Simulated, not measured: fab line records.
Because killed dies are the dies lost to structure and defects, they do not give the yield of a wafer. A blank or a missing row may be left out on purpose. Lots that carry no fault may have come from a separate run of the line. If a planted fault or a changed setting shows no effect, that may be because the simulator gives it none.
fab line records	flow nand_harc
[record] lots = 24	wafers = 72	last_day = 34
route steps=1302 shown P_GATE@148 P_M0@279 P_M1@298
lots that met no fault: taken from a fault-free run of the same line
start_h: hours from the record's first day to the start of the lot's first wafer shown	wait_h: hours since the lot's step before	" unchanged from the row above	L1.1+2: several wafers, shown together as one row	- either no value or no given start	* or withheld: withheld	< > ~ a bound
route shown NAME@n: a module of which the file shows steps, and the number in the route of the first	usual: mean and standard deviation over wafers with no fault	same: alike in all rows	chamber/n: place in a boat	sites: each site's reading	_std_site: the standard deviation of these	_edge_site: inner sites' mean taken away from outer sites' mean	radius_mm: for every site, how far away it sits from the centre of the wafer	mask NAME#n: copy n	behind: the last tool/chamber to shape the wafer	hold: reason for holding the lot/hours on hold/outcome of the hold	device: which transistor (n, p or np) failed to switch	end of line: the same wafers' tests at the end of the route	for a step that has no rows: nothing shown but its recipe	killed: not the wafer's yield, but the dies lost to structure and defects at the first sort	map: the dies of a wafer, with x for killed, . for not killed, _ for no die there
set.NAME: the setting as run; set.NAME@STEP: as run at that earlier step	model.NAME: the simulator's own value behind a step, which no gauge read
steps of the route over a sample of lots; a table a step, a row a wafer
services: a tool's chamber out of use, with start hour (start_h, from the record's first day; less than 0 if before it), hours out, and reason
[[steps]]
[step NHARC_P_GATE_ETCH_114]
[recipe] target_depth_a = 300	overetch_a = 30	time_s = 16.5	ion_energy_ev = 100	cf4_flow_sccm = 80	o2_flow_sccm = 20	ar_flow_sccm = 0	rf_w = 300	bias_w = 100	chemistry = CF4/O2
[usual] drypump_motor_current_A = 5.8/0.44	oes_product_au = 1.000/0.0084	rf_vpp_V = 197.9/1.4	showerhead_plenum_p_Torr = 1.34/0.056	throttle_valve_pct = 13.398/0.0086
lot.wafer	tool	chamber	start_h	wait_h	drypump_motor_current_A	oes_product_au	rf_hours_counter_h	rf_vpp_V	showerhead_plenum_p_Torr	throttle_valve_pct
L074.2	rie_diel-10	3	-	-	5.4	0.986	0.9	199.4	1.43	13.411
L074.3	"	1	"	"	5.3	0.986	0.8	197.2	1.32	13.398
L074.6	"	3	"	"	5.4	0.982	-	199.3	1.43	13.383
L075.2	rie_diel-01	0	-	-	6.2	1.005	4.6	198.7	1.30	13.392
L075.6	"	2	"	"	6.4	1.008	-	197.3	1.41	13.405
L075.5	"	3	"	"	6.0	1.000	-	199.0	1.36	13.392
L076.1	rie_diel-08	2	-	-	5.8	1.002	3.0	197.2	1.28	13.392
L076.3	"	0	"	"	5.7	1.005	6.3	198.3	1.37	13.395
L076.5	"	0	"	"	5.7	1.008	-	199.2	1.37	13.397
L077.2	rie_diel-10	2	-	-	5.4	0.997	2.8	200.2	1.42	13.394
L077.5	"	3	"	"	5.4	0.975	-	199.4	1.43	13.405
L077.6	"	0	"	"	5.2	0.990	-	197.2	1.29	13.391
L078.2	rie_diel-08	1	-	-	6.4	1.005	6.1	196.5	1.28	13.400
L078.6	"	1	"	"	6.4	1.008	-	196.5	1.28	13.391
L078.5	"	2	"	"	5.8	1.002	-	196.7	1.28	13.385
L079.1	rie_diel-01	2	-	-	6.4	1.009	6.4	198.5	1.41	13.389
L079.5	"	2	"	"	6.4	1.006	-	199.3	1.41	13.389
L079.6	"	3	"	"	6.0	0.992	-	198.7	1.36	13.394
L080.2	rie_diel-08	3	-	-	6.5	0.993	7.5	198.9	1.36	13.393
L080.1	"	0	"	"	5.7	0.993	8.2	197.8	1.37	13.399
L080.6	"	3	"	"	6.4	0.999	-	198.8	1.36	13.399
L081.3	rie_diel-01	2	-	-	6.4	1.010	7.0	199.5	1.41	13.392
L081.2	"	3	"	"	6.0	0.999	6.9	198.0	1.36	13.394
L081.5	"	0	"	"	6.2	1.006	-	199.1	1.30	13.412
L082.4	rie_diel-08	2	-	-	5.7	0.988	7.5	195.9	1.28	13.404
L082.1	"	3	"	"	6.5	0.992	7.8	198.7	1.36	13.414
L082.5	"	2	"	"	5.8	1.004	-	196.6	1.28	13.395
L083.3	rie_diel-08	1	-	-	6.5	1.011	7.5	197.3	1.28	13.398
L083.1	"	2	"	"	5.8	0.999	7.6	197.3	1.28	13.390
L083.6	"	1	"	"	6.4	0.998	-	198.1	1.28	13.402
L084.3	rie_diel-10	1	-	-	5.3	0.984	6.3	197.6	1.32	13.412
L084.6	"	1	"	"	5.3	0.987	-	197.2	1.32	13.398
L084.5	"	2	"	"	5.4	0.992	-	200.4	1.42	13.377
L085.2	rie_diel-10	1	-	-	5.3	0.985	7.6	196.4	1.32	13.395
L085.1	"	2	"	"	5.4	1.012	8.1	200.1	1.42	13.390
L085.3	"	0	"	"	5.2	0.996	7.0	198.7	1.28	13.394
L086.2	rie_diel-10	1	-	-	5.3	0.994	7.8	197.5	1.32	13.398
L086.1	"	2	"	"	5.4	0.997	8.3	200.0	1.42	13.402
L086.6	"	0	"	"	5.2	1.001	-	197.6	1.28	13.389
L087.2	rie_diel-01	3	-	-	6.0	1.009	1.6	197.8	1.36	13.391
L087.6	"	2	"	"	6.4	0.998	-	198.5	1.41	13.405
L087.5	"	3	"	"	6.0	1.000	-	198.9	1.36	13.394
L089.1	rie_diel-08	0	-	-	5.7	0.995	2.5	197.3	1.37	13.385
L089.3	"	2	"	"	5.8	1.002	3.5	198.6	1.28	13.410
L089.5	"	0	"	"	5.7	0.997	-	198.2	1.37	13.394
L088.2	rie_diel-08	3	-	-	6.4	1.011	3.4	198.8	1.36	13.398
L088.1	"	1	"	"	6.5	1.003	3.5	196.8	1.28	13.396
L088.3	"	2	"	"	5.8	1.008	3.5	197.3	1.28	13.396
L090.3	rie_diel-10	3	-	-	5.4	0.994	0.1	199.5	1.43	13.388
L090.4	"	0	"	"	5.2	0.991	0.0	196.5	1.28	13.397
L090.6	"	3	"	"	5.4	0.993	-	199.4	1.43	13.398
L091.2	rie_diel-01	1	-	-	5.4	1.007	4.1	196.7	1.25	13.402
L091.5	"	0	"	"	6.2	1.013	-	196.9	1.30	13.411
L091.6	"	1	"	"	5.4	1.015	-	196.1	1.26	13.375
L092.1	rie_diel-10	0	-	-	5.2	1.011	1.2	197.6	1.28	13.393
L092.6	"	3	"	"	5.5	0.996	-	201.5	1.43	13.396
L092.5	"	0	"	"	5.2	0.988	-	197.2	1.28	13.384
L093.3	rie_diel-08	0	-	-	5.7	0.996	3.5	198.9	1.37	13.407
L093.1	"	1	"	"	6.4	0.997	5.9	197.6	1.28	13.405
L093.6	"	2	"	"	5.8	1.003	-	196.1	1.28	13.395
L094.4	rie_diel-01	3	-	-	6.0	1.020	4.7	199.1	1.36	13.389
L094.3	"	0	"	"	6.2	1.013	5.6	197.1	1.30	13.409
L094.1	"	1	"	"	5.4	1.017	5.8	196.2	1.25	13.401
L095.3	rie_diel-08	2	-	-	5.8	1.000	7.3	196.6	1.28	13.397
L095.1	"	0	"	"	5.7	0.993	5.7	198.1	1.37	13.409
L095.2	"	1	"	"	6.4	0.998	7.8	196.5	1.27	13.401
L096.4	rie_diel-08	1	-	-	6.4	0.995	7.9	195.1	1.27	13.393
L096.3	"	2	"	"	5.8	1.006	7.3	198.0	1.28	13.391
L096.5	"	3	"	"	6.4	1.002	-	197.6	1.35	13.421
L097.1	rie_diel-01	1	-	-	5.4	1.003	6.4	194.9	1.26	13.394
L097.5	"	0	"	"	6.2	0.993	-	197.0	1.30	13.400
L097.6	"	1	"	"	5.4	0.993	-	196.3	1.25	13.400
[step NHARC_P_GATE_DESCUM_93]
[recipe] time_s = 3	o2_flow_sccm = 200	ar_flow_sccm = 0	bias_power_w = 0	chemistry = O2
[usual] drypump_motor_current_A = 5.8/0.45	oes_product_au = 1.001/0.009	rf_vpp_V = 57.9/0.88	showerhead_plenum_p_Torr = 1.91/0.087	throttle_valve_pct = 11.313/0.01
lot.wafer	tool	chamber	start_h	wait_h	drypump_motor_current_A	oes_product_au	rf_hours_counter_h	rf_vpp_V	showerhead_plenum_p_Torr	throttle_valve_pct
L074.2	rie_diel-08	0	116.67	-	5.7	1.010	5.3	59.3	1.97	11.319
L074.3	"	2	"	"	5.8	1.014	2.0	58.0	1.84	11.314
L074.6	"	0	"	"	5.7	1.013	-	58.0	1.97	11.319
L075.2	rie_diel-01	2	119.43	-	6.4	1.010	4.1	57.9	2.03	11.324
L075.6	"	1	"	"	5.4	1.008	-	57.3	1.80	11.306
L075.5	"	2	"	"	6.4	1.012	-	59.1	2.03	11.313
L076.1	rie_diel-08	2	137.55	-	5.8	1.004	3.9	58.3	1.84	11.306
L076.3	"	0	"	"	5.7	1.001	7.4	58.5	1.97	11.317
L076.5	"	2	"	"	5.7	1.007	-	56.5	1.84	11.319
L077.2	rie_diel-10	3	138.43	-	5.4	0.989	4.4	59.5	2.06	11.323
L077.5	"	0	"	"	5.3	0.995	-	56.8	1.84	11.316
L077.6	"	1	"	"	5.3	0.982	-	57.4	1.89	11.304
L078.2	rie_diel-10	2	148.82	-	5.4	1.023	4.1	57.9	2.04	11.318
L078.5	"	0	"	"	5.2	1.000	-	59.2	1.84	11.304
L078.6	"	1	"	"	5.4	0.987	-	58.4	1.89	11.300
L079.1	rie_diel-08	1	164.78	-	6.4	0.995	7.2	57.7	1.83	11.314
L079.6	"	1	"	"	6.4	1.000	-	56.7	1.83	11.321
L079.5	"	2	"	"	5.8	0.994	-	57.7	1.84	11.320
L080.2	rie_diel-08	2	172.11	-	5.8	0.992	7.4	56.5	1.84	11.325
L080.1	"	1	"	"	6.4	0.990	7.3	58.1	1.83	11.320
L080.6	"	3	"	"	6.5	0.987	-	59.0	1.94	11.324
L081.2	rie_diel-10	0	178.27	-	5.3	0.998	4.6	56.6	1.84	11.299
L081.3	"	1	"	"	5.3	0.984	5.1	57.6	1.89	11.321
L081.5	"	1	"	"	5.3	0.982	-	57.0	1.89	11.287
L082.1	rie_diel-10	2	190.06	-	5.4	1.012	6.8	59.9	2.04	11.315
L082.5	"	0	"	"	5.2	0.995	-	57.6	1.84	11.298
L082.4	"	1	"	"	5.3	1.001	-	57.6	1.89	11.312
L083.3	rie_diel-01	2	197.14	-	6.4	1.013	9.1	58.3	2.03	11.309
L083.1	"	1	"	"	5.4	0.994	8.9	59.0	1.80	11.320
L083.6	"	2	"	"	6.4	1.000	-	58.6	2.02	11.311
L084.3	rie_diel-10	1	209.07	-	5.3	0.996	7.5	56.7	1.89	11.319
L084.6	"	1	"	"	5.3	1.005	-	59.0	1.89	11.308
L084.5	"	0	"	"	5.3	1.016	-	56.9	1.84	11.313
L085.2	rie_diel-10	2	225.69	-	5.4	1.009	9.6	58.0	2.04	11.291
L085.1	"	0	"	"	5.2	1.014	8.6	58.7	1.84	11.335
L085.3	"	1	"	"	5.3	0.999	9.1	57.1	1.89	11.293
L086.2	rie_diel-08	0	230.49	-	5.7	1.002	1.8	58.8	1.97	11.319
L086.1	"	2	"	"	5.8	1.003	2.3	58.0	1.84	11.325
L086.6	"	1	"	"	6.4	1.013	-	57.6	1.83	11.318
L087.2	rie_diel-01	3	258.43	-	6.0	1.009	2.3	59.4	1.95	11.320
L087.6	"	2	"	"	6.4	1.007	-	58.8	2.02	11.309
L087.5	"	3	"	"	6.0	1.000	-	57.8	1.95	11.318
L089.1	rie_diel-08	3	258.97	-	6.4	1.005	4.8	58.0	1.94	11.324
L089.3	"	1	"	"	6.4	0.997	4.9	57.3	1.83	11.306
L089.5	"	3	"	"	6.5	0.995	-	58.3	1.94	11.314
L088.2	rie_diel-01	0	259.64	-	6.2	0.994	2.9	57.9	1.86	11.308
L088.3	"	1	"	"	5.4	1.009	3.0	56.4	1.80	11.316
L088.1	"	2	"	"	6.4	1.001	2.4	58.4	2.02	11.324
L090.4	rie_diel-10	3	269.17	-	5.4	0.991	1.1	58.7	2.06	11.299
L090.3	"	2	"	"	5.4	1.007	1.6	59.2	2.04	11.302
L090.6	"	3	"	"	5.5	0.998	-	57.2	2.06	11.300
L091.2	rie_diel-01	0	281.10	-	6.2	1.000	4.2	58.4	1.86	11.305
L091.5	"	1	"	"	5.4	1.014	-	57.7	1.80	11.293
L091.6	"	2	"	"	6.4	0.998	-	58.1	2.02	11.310
L092.1	rie_diel-10	1	293.19	-	5.4	0.991	2.8	58.1	1.89	11.321
L092.6	"	2	"	"	5.4	0.991	-	57.7	2.04	11.316
L092.5	"	3	"	"	5.4	0.982	-	57.4	2.06	11.317
L093.1	rie_diel-08	2	301.47	-	5.8	1.003	6.6	57.0	1.83	11.307
L093.3	"	0	"	"	5.7	0.995	4.5	58.3	1.97	11.315
L093.6	"	2	"	"	5.8	1.009	-	58.2	1.83	11.305
L094.3	rie_diel-10	0	328.30	-	5.2	1.005	4.2	56.7	1.84	11.309
L094.1	"	1	"	"	5.3	0.998	5.2	56.8	1.89	11.310
L094.4	"	2	"	"	5.4	1.000	5.7	57.9	2.04	11.320
L095.3	rie_diel-10	1	333.41	-	5.3	1.001	5.2	57.1	1.89	11.307
L095.1	"	2	"	"	5.4	1.002	5.7	59.3	2.04	11.304
L095.2	"	0	"	"	5.2	1.001	4.3	57.2	1.84	11.320
L096.4	rie_diel-01	2	334.98	-	6.4	0.997	5.3	58.0	2.02	11.303
L096.3	"	0	"	"	6.2	0.985	6.0	56.9	1.86	11.324
L096.5	"	2	"	"	6.4	0.999	-	58.5	2.02	11.313
L097.1	rie_diel-08	0	353.86	-	5.7	0.994	7.5	59.5	1.97	11.301
L097.5	"	0	"	"	5.7	1.008	-	58.7	1.97	11.312
L097.6	"	1	"	"	6.4	1.007	-	56.8	1.82	11.330
[step NHARC_P_GATE_RTA_64]
[recipe] temp_c = 1050	time_s = 1
[usual] lamp_power_pct = 34.5/0.79	wafer_temp_C_max = 1053.5/0.77
lot.wafer	tool	chamber	start_h	wait_h	lamp_power_pct	wafer_temp_C_max
L074.2	rtp_anneal-01	0	118.38	-	35.6	1053.8
L074.3	"	0	"	"	35.5	1054.5
L074.6	"	0	"	"	35.5	1056.0
L075.2	rtp_anneal-02	0	121.10	-	33.9	1054.0
L075.5	"	0	"	"	33.8	1053.0
L075.6	"	0	"	"	33.9	1052.7
L076.1	rtp_anneal-01	0	139.19	-	35.5	1053.7
L076.3	"	0	"	"	35.5	1053.8
L076.5	"	0	"	"	35.5	1053.1
L077.2	rtp_anneal-01	0	140.09	-	35.5	1054.5
L077.5	"	0	"	"	35.5	1054.6
L077.6	"	0	"	"	35.5	1055.4
L078.2	rtp_anneal-02	0	150.47	-	33.9	1054.5
L078.5	"	0	"	"	33.9	1052.6
L078.6	"	0	"	"	33.8	1053.1
L079.1	rtp_anneal-01	0	166.57	-	35.5	1053.4
L079.5	"	0	"	"	35.6	1054.3
L079.6	"	0	"	"	35.5	1053.9
L080.1	rtp_anneal-01	0	173.76	-	35.5	1053.0
L080.2	"	0	"	"	35.5	1053.8
L080.6	"	0	"	"	35.5	1053.9
L081.2	rtp_anneal-02	0	180.02	-	33.9	1053.2
L081.3	"	0	"	"	33.8	1053.6
L081.5	"	0	"	"	33.9	1052.7
L082.1	rtp_anneal-02	0	191.82	-	33.8	1053.5
L082.4	"	0	"	"	33.9	1053.6
L082.5	"	0	"	"	33.9	1053.4
L083.1	rtp_anneal-02	0	198.82	-	33.9	1053.7
L083.3	"	0	"	"	33.9	1053.4
L083.6	"	0	"	"	33.9	1053.1
L084.3	rtp_anneal-02	0	210.81	-	33.9	1054.4
L084.5	"	0	"	"	33.8	1054.0
L084.6	"	0	"	"	33.9	1052.4
L085.1	rtp_anneal-02	0	227.36	-	33.9	1051.7
L085.2	"	0	"	"	33.9	1053.2
L085.3	"	0	"	"	33.9	1054.1
L086.1	rtp_anneal-01	0	232.13	-	35.4	1052.7
L086.2	"	0	"	"	35.5	1055.1
L086.6	"	0	"	"	35.4	1053.5
L087.2	rtp_anneal-01	0	260.12	-	35.5	1053.7
L087.5	"	0	"	"	35.5	1053.7
L087.6	"	0	"	"	35.5	1053.6
L089.1	rtp_anneal-02	0	260.63	-	33.9	1052.8
L089.3	"	0	"	"	33.9	1052.7
L089.5	"	0	"	"	33.8	1054.2
L088.1	rtp_anneal-02	0	261.35	-	33.9	1053.3
L088.2	"	0	"	"	33.8	1052.8
L088.3	"	0	"	"	33.8	1052.9
L090.3	rtp_anneal-02	0	270.87	-	33.8	1053.5
L090.4	"	0	"	"	33.8	1053.3
L090.6	"	0	"	"	33.8	1052.4
L091.2	rtp_anneal-02	0	282.75	-	33.9	1053.2
L091.5	"	0	"	"	33.9	1052.8
L091.6	"	0	"	"	33.9	1052.1
L092.1	rtp_anneal-02	0	294.80	-	33.9	1053.2
L092.5	"	0	"	"	33.9	1053.0
L092.6	"	0	"	"	33.9	1053.3
L093.1	rtp_anneal-01	0	303.11	-	35.5	1054.2
L093.3	"	0	"	"	35.4	1053.9
L093.6	"	0	"	"	35.5	1054.0
L094.1	rtp_anneal-02	0	329.98	-	33.9	1054.7
L094.3	"	0	"	"	33.9	1053.5
L094.4	"	0	"	"	33.9	1054.1
L095.1	rtp_anneal-01	0	335.08	-	35.5	1054.2
L095.2	"	0	"	"	35.5	1053.8
L095.3	"	0	"	"	35.5	1052.9
L096.3	rtp_anneal-02	0	336.67	-	33.9	1052.6
L096.4	"	0	"	"	33.9	1053.4
L096.5	"	0	"	"	33.9	1053.2
L097.1	rtp_anneal-02	0	355.55	-	33.9	1052.6
L097.5	"	0	"	"	33.9	1053.4
L097.6	"	0	"	"	33.9	1054.0
[step NHARC_P_GATE_DEGAS_109]
[recipe] temp_c = 300	time_s = 60
[usual] heater_power_w = 462/34
lot.wafer	tool	chamber	start_h	wait_h	heater_power_w
L074.3	pvd_sputter-02	-	118.66	0.1	491
L074.2	"	-	"	"	466
L074.6	"	-	"	"	435
L075.2	pvd_sputter-01	-	121.37	0.1	420
L075.6	"	-	"	"	423
L075.5	"	-	"	"	406
L076.1	pvd_sputter-03	-	139.51	0.1	466
L076.3	"	-	"	"	480
L076.5	"	-	"	"	466
L077.2	pvd_sputter-01	-	140.37	0.1	414
L077.5	"	-	"	"	419
L077.6	"	-	"	"	414
L078.2	pvd_sputter-03	-	150.74	0.1	479
L078.5	"	-	"	"	484
L078.6	"	-	"	"	470
L079.1	pvd_sputter-02	-	166.88	0.1	454
L079.6	"	-	"	"	504
L079.5	"	-	"	"	445
L080.2	pvd_sputter-02	-	174.11	0.1	505
L080.1	"	-	"	"	440
L080.6	"	-	"	"	453
L081.3	pvd_sputter-03	-	180.29	0.1	471
L081.2	"	-	"	"	443
L081.5	"	-	"	"	461
L082.1	pvd_sputter-03	-	192.12	0.1	472
L082.4	"	-	"	"	464
L082.5	"	-	"	"	486
L083.3	pvd_sputter-02	-	199.13	0.1	461
L083.1	"	-	"	"	484
L083.6	"	-	"	"	470
L084.3	pvd_sputter-01	-	211.07	0.1	550
L084.6	"	-	"	"	409
L084.5	"	-	"	"	396
L085.3	pvd_sputter-02	-	227.67	0.1	455
L085.1	"	-	"	"	514
L085.2	"	-	"	"	489
L086.2	pvd_sputter-03	-	232.43	0.1	485
L086.1	"	-	"	"	452
L086.6	"	-	"	"	478
L087.2	pvd_sputter-03	-	260.41	0.1	471
L087.6	"	-	"	"	473
L087.5	"	-	"	"	446
L089.3	pvd_sputter-03	-	260.97	0.1	474
L089.1	"	-	"	"	479
L089.5	"	-	"	"	478
L088.1	pvd_sputter-01	-	261.69	0.1	540
L088.3	"	-	"	"	400
L088.2	"	-	"	"	424
L090.4	pvd_sputter-03	-	271.13	0.1	476
L090.3	"	-	"	"	458
L090.6	"	-	"	"	478
L091.2	pvd_sputter-02	-	283.03	0.1	464
L091.5	"	-	"	"	477
L091.6	"	-	"	"	461
L092.1	pvd_sputter-03	-	295.12	0.1	461
L092.6	"	-	"	"	472
L092.5	"	-	"	"	471
L093.3	pvd_sputter-03	-	303.42	0.1	445
L093.1	"	-	"	"	476
L093.6	"	-	"	"	486
L094.1	pvd_sputter-03	-	330.28	0.1	454
L094.3	"	-	"	"	490
L094.4	"	-	"	"	477
L095.2	pvd_sputter-01	-	335.39	0.1	518
L095.3	"	-	"	"	416
L095.1	"	-	"	"	407
L096.3	pvd_sputter-02	-	336.92	0.1	465
L096.4	"	-	"	"	434
L096.5	"	-	"	"	473
L097.1	pvd_sputter-01	-	355.87	0.1	405
L097.5	"	-	"	"	397
L097.6	"	-	"	"	417
[step NHARC_P_M0_THK_MEAS_24]
[recipe] thk_meas_gauge = xrf
[usual] thk_nm = 117.7/1.6
lot.wafer	tool	chamber	start_h	wait_h	thk_nm
L074.2	film_metro-02	-	127.94	-	119.0
L074.3	"	-	"	"	121.2
L074.6	"	-	"	"	120.0
L075.2	film_metro-01	-	131.69	-	118.3
L075.5	"	-	"	"	121.6
L075.6	"	-	"	"	118.8
L076.1	film_metro-02	-	148.69	-	118.7
L076.3	"	-	"	"	117.4
L076.5	"	-	"	"	116.7
L077.2	film_metro-01	-	150.22	-	118.4
L077.5	"	-	"	"	114.5
L077.6	"	-	"	"	117.4
L078.2	film_metro-02	-	160.00	-	115.4
L078.5	"	-	"	"	115.2
L078.6	"	-	"	"	119.3
L079.1	film_metro-02	-	176.19	-	118.9
L079.5	"	-	"	"	114.5
L079.6	"	-	"	"	115.9
L080.1	film_metro-02	-	183.48	-	119.6
L080.2	"	-	"	"	116.5
L080.6	"	-	"	"	118.6
L081.2	film_metro-02	-	190.09	-	115.7
L081.3	"	-	"	"	117.0
L081.5	"	-	"	"	118.0
L082.1	film_metro-01	-	201.41	-	118.7
L082.4	"	-	"	"	116.0
L082.5	"	-	"	"	117.5
L083.1	film_metro-01	-	208.19	-	113.4
L083.3	"	-	"	"	119.0
L083.6	"	-	"	"	120.4
L084.3	film_metro-02	-	220.26	-	117.6
L084.5	"	-	"	"	117.3
L084.6	"	-	"	"	118.0
L085.1	film_metro-01	-	236.95	-	117.2
L085.2	"	-	"	"	118.0
L085.3	"	-	"	"	118.5
L086.1	film_metro-02	-	242.37	-	120.7
L086.2	"	-	"	"	120.6
L086.6	"	-	"	"	121.5
L087.2	film_metro-01	-	269.67	-	117.6
L087.5	"	-	"	"	117.9
L087.6	"	-	"	"	118.7
L089.1	film_metro-02	-	270.33	-	115.6
L089.3	"	-	"	"	120.2
L089.5	"	-	"	"	115.3
L088.1	film_metro-01	-	271.21	-	116.0
L088.2	"	-	"	"	116.9
L088.3	"	-	"	"	117.9
L090.3	film_metro-02	-	280.53	-	118.3
L090.4	"	-	"	"	117.3
L090.6	"	-	"	"	117.5
L091.2	film_metro-02	-	292.37	-	118.7
L091.5	"	-	"	"	116.5
L091.6	"	-	"	"	117.6
L092.1	film_metro-02	-	304.36	-	115.7
L092.5	"	-	"	"	114.9
L092.6	"	-	"	"	116.0
L093.1	film_metro-01	-	312.67	-	116.9
L093.3	"	-	"	"	116.7
L093.6	"	-	"	"	116.7
L094.1	film_metro-02	-	339.56	-	119.4
L094.3	"	-	"	"	116.9
L094.4	"	-	"	"	118.4
L095.1	film_metro-02	-	344.72	-	116.1
L095.2	"	-	"	"	119.8
L095.3	"	-	"	"	117.8
L096.3	film_metro-01	-	346.35	-	118.3
L096.4	"	-	"	"	118.9
L096.5	"	-	"	"	118.6
L097.1	film_metro-01	-	365.04	-	119.1
L097.5	"	-	"	"	119.1
L097.6	"	-	"	"	116.3
[step NHARC_P_M1_DESCUM_14]
[recipe] time_s = 3	o2_flow_sccm = 200	ar_flow_sccm = 0	bias_power_w = 0	chemistry = O2
[usual] drypump_motor_current_A = 5.9/0.33	oes_product_au = 0.998/0.01	rf_vpp_V = 57.7/0.84	showerhead_plenum_p_Torr = 1.91/0.078	throttle_valve_pct = 11.310/0.0089
lot.wafer	tool	chamber	start_h	wait_h	drypump_motor_current_A	oes_product_au	rf_hours_counter_h	rf_vpp_V	showerhead_plenum_p_Torr	throttle_valve_pct
L074.2	rie_diel-11	3	129.69	0.1	6.0	0.996	3	57.5	1.87	11.327
L074.3	"	0	"	"	5.8	1.012	2	58.2	2.05	11.307
L074.6	"	2	"	"	6.1	0.982	-	57.7	1.81	11.319
L075.2	rie_diel-11	1	133.30	0.1	5.5	0.992	3	57.7	1.96	11.300
L075.5	"	3	"	"	6.0	0.987	-	57.6	1.87	11.306
L075.6	"	0	"	"	5.8	0.999	-	57.2	2.05	11.323
L076.3	rie_diel-11	2	150.30	0.1	6.1	0.970	4	58.1	1.81	11.318
L076.1	"	3	"	"	5.9	0.993	4	57.4	1.87	11.308
L076.5	"	2	"	"	6.1	0.972	-	57.2	1.81	11.311
L077.2	rie_diel-06	0	151.98	0.1	5.9	1.002	1	56.1	1.89	11.319
L077.5	"	2	"	"	5.8	1.008	-	57.3	1.84	11.313
L077.6	"	3	"	"	6.6	1.004	-	58.9	1.88	11.308
L078.2	rie_diel-11	2	161.76	0.1	6.1	0.978	5	57.7	1.80	11.322
L078.6	"	3	"	"	5.9	0.993	-	57.5	1.87	11.309
L078.5	"	0	"	"	5.8	1.002	-	59.2	2.05	11.316
L079.1	rie_diel-06	1	177.83	0.1	5.6	1.010	2	59.1	2.01	11.304
L079.5	"	2	"	"	5.8	1.001	-	56.8	1.84	11.309
L079.6	"	3	"	"	6.6	0.991	-	57.4	1.88	11.312
L080.2	rie_diel-06	1	185.23	0.1	5.6	1.009	3	58.1	2.01	11.320
L080.1	"	3	"	"	6.5	1.003	4	57.0	1.88	11.305
L080.6	"	1	"	"	5.6	1.009	-	57.4	2.01	11.306
L081.3	rie_diel-11	0	191.81	0.1	5.8	1.006	6	58.2	2.05	11.294
L081.2	"	3	"	"	6.0	0.993	7	56.8	1.87	11.325
L081.5	"	0	"	"	5.8	1.001	-	58.6	2.05	11.306
L082.1	rie_diel-06	2	203.03	0.1	5.8	1.014	4	57.9	1.84	11.310
L082.4	"	3	"	"	6.6	1.010	5	56.5	1.88	11.317
L082.5	"	1	"	"	5.6	1.016	-	58.1	2.01	11.318
L083.1	rie_diel-09	3	209.97	0.1	5.0	0.991	18	59.4	2.00	11.314
L083.3	"	2	"	"	6.0	0.997	17	58.8	1.92	11.306
L083.6	"	0	"	"	6.3	1.011	-	58.4	1.88	11.319
L084.3	rie_diel-06	0	222.03	0.1	6.0	1.001	7	58.5	1.89	11.324
L084.6	"	1	"	"	5.6	1.022	-	60.0	2.01	11.309
L084.5	"	2	"	"	5.8	1.002	-	56.6	1.84	11.302
L085.2	rie_diel-06	0	238.82	0.1	6.0	0.998	9	57.0	1.89	11.313
L085.3	"	1	"	"	5.6	1.007	9	57.4	2.01	11.323
L085.1	"	2	"	"	5.8	0.999	8	57.1	1.84	11.299
L086.1	rie_diel-06	1	244.09	0.1	5.6	1.005	9	58.5	2.01	11.305
L086.2	"	2	"	"	5.8	1.005	8	57.7	1.84	11.312
L086.6	"	1	"	"	5.6	1.013	-	58.1	2.01	11.295
L087.2	rie_diel-11	0	271.43	0.1	5.8	1.005	0	57.1	2.04	11.303
L087.6	"	2	"	"	6.1	0.998	-	56.6	1.80	11.309
L087.5	"	3	"	"	5.9	0.977	-	59.1	1.87	11.300
L089.1	rie_diel-11	1	272.08	0.1	5.5	0.990	1	57.5	1.96	11.323
L089.3	"	3	"	"	5.9	0.986	1	57.8	1.87	11.305
L089.5	"	0	"	"	5.8	0.995	-	57.4	2.04	11.306
L088.1	rie_diel-11	0	272.83	0.1	5.8	1.005	1	58.2	2.04	11.308
L088.2	"	1	"	"	5.5	0.994	1	57.8	1.96	11.290
L088.3	"	2	"	"	6.1	0.984	1	55.9	1.80	11.313
L090.4	rie_diel-06	3	282.26	0.1	6.5	0.985	12	57.8	1.88	11.309
L090.3	"	2	"	"	5.8	0.997	12	57.9	1.83	11.307
L090.6	"	3	"	"	6.5	0.977	-	57.9	1.88	11.323
L091.2	rie_diel-06	1	294.11	0.1	5.6	1.005	13	58.4	2.01	11.330
L091.5	"	0	"	"	5.9	1.013	-	57.7	1.89	11.323
L091.6	"	1	"	"	5.6	1.008	-	57.5	2.01	11.297
L092.1	rie_diel-06	3	306.11	0.1	6.5	0.986	14	57.6	1.88	11.302
L092.5	"	3	"	"	6.5	0.986	-	57.3	1.88	11.326
L092.6	"	0	"	"	6.0	1.000	-	59.3	1.89	11.306
L093.3	rie_diel-11	0	314.58	0.1	5.8	0.998	3	59.3	2.04	11.299
L093.1	"	2	"	"	6.1	0.999	3	56.2	1.80	11.331
L093.6	"	3	"	"	6.0	0.990	-	58.5	1.87	11.325
L094.3	rie_diel-06	3	341.28	0.1	6.5	1.000	2	57.8	1.88	11.303
L094.1	"	0	"	"	6.0	0.989	2	56.9	1.89	11.307
L094.4	"	1	"	"	5.6	0.999	3	59.0	2.01	11.315
L095.3	rie_diel-06	1	346.46	0.1	5.6	0.995	3	58.1	2.01	11.303
L095.2	"	2	"	"	5.8	1.007	3	56.9	1.83	11.304
L095.1	"	0	"	"	6.0	0.987	3	57.7	1.89	11.313
L096.3	rie_diel-11	1	348.08	0.1	5.5	0.995	5	58.6	1.96	11.306
L096.4	"	2	"	"	6.1	0.987	5	57.0	1.80	11.316
L096.5	"	1	"	"	5.5	0.996	-	57.1	1.96	11.312
L097.1	rie_diel-11	1	367.01	0.1	5.5	1.000	7	58.6	1.96	11.299
L097.6	"	3	"	"	6.0	1.000	-	56.8	1.86	11.307
L097.5	"	0	"	"	5.8	1.006	-	59.0	2.04	11.320
[[services]]
tool	chamber	start_h	hours	kind
rie_diel-11	-	78.50	9.0	pm
rie_diel-08	0	81.04	2.9	repair
rie_diel-06	3	91.07	6.3	repair
rie_diel-08	3	99.96	23.6	repair
rie_diel-08	0	137.77	9.3	repair
rie_diel-08	1	152.97	10.4	repair
rie_diel-11	1	156.14	4.6	repair
rie_diel-08	3	158.81	3.5	repair
rie_diel-10	3	164.30	1.6	repair
rie_diel-01	0	166.26	7.3	repair
pvd_sputter-03	-	170.04	10.0	pm
rie_diel-06	2	187.04	6.6	repair
rie_diel-01	0	188.89	16.3	repair
rie_diel-08	-	190.80	9.0	pm
rie_diel-10	2	197.99	7.6	repair
rie_diel-01	-	204.01	9.0	pm
rie_diel-11	3	210.10	14.5	repair
rie_diel-08	0	213.75	4.9	repair
rie_diel-06	3	224.66	6.1	repair
rie_diel-10	-	242.97	9.0	pm
rie_diel-08	0	245.35	16.4	repair
rie_diel-08	3	265.34	3.9	repair
rie_diel-06	-	307.35	9.0	pm
rie_diel-08	2	347.15	8.8	repair
[[key]]
fault none
